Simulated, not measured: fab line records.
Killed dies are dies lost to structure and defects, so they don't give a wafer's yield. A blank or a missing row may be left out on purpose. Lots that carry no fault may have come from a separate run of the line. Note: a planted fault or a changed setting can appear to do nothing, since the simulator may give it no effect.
Matching of chambers    flow nand harc    NHARC_A_CONTACT_ETCH_91 on rie diel-07: 4 sister chambers
The step etches the open film in CH3F/O2, target depth 40 nm, time 85.7 s. 4 wafers are shown with their chamber, then 12 later ones without.

WAFERS, EACH WITH ITS CHAMBER
wafer   chamber  drypump motor current A (A)
L086.1  1        5.7
L085.4  2        5.5
L085.5  0        5.0
L085.6  3        6.1

WAFERS WITHOUT THEIR CHAMBER
wafer   drypump motor current A (A)
L091.1  6.1
L091.3  5.0
L091.5  5.7
L087.1  5.7
L087.4  6.1
L087.6  6.1
L093.1  6.1
L093.2  5.0
L093.6  5.0
L095.1  5.1
L095.2  6.1
L095.4  5.7

EACH ONE'S CHAMBER
wafer   from the rows above  in truth
L091.1  3                    3
L091.3  0                    0
L091.5  1                    1
L087.1  1                    1
L087.4  3                    3
L087.6  3                    3
L093.1  3                    3
L093.2  0                    0
L093.6  0                    0
L095.1  0                    0
L095.2  3                    3
L095.4  1                    1
Placed correctly: 12 of 12. Number that these rows cannot place: 0. 0 placed wrongly.
How it was worked out, from the rows above alone: a wafer's distance from a chamber is the root of the sum, over the readings, of the square of ((its reading less the chamber's mean) divided by the reading's scatter). The wafer belongs to the nearest chamber; if the next one is less than 2 further off, it can't be placed. Each chamber's mean is taken over the wafers shown for it. The scatter: with one shown wafer a chamber, the root of the mean of the squares of how far each hidden wafer lies from its nearest shown one.
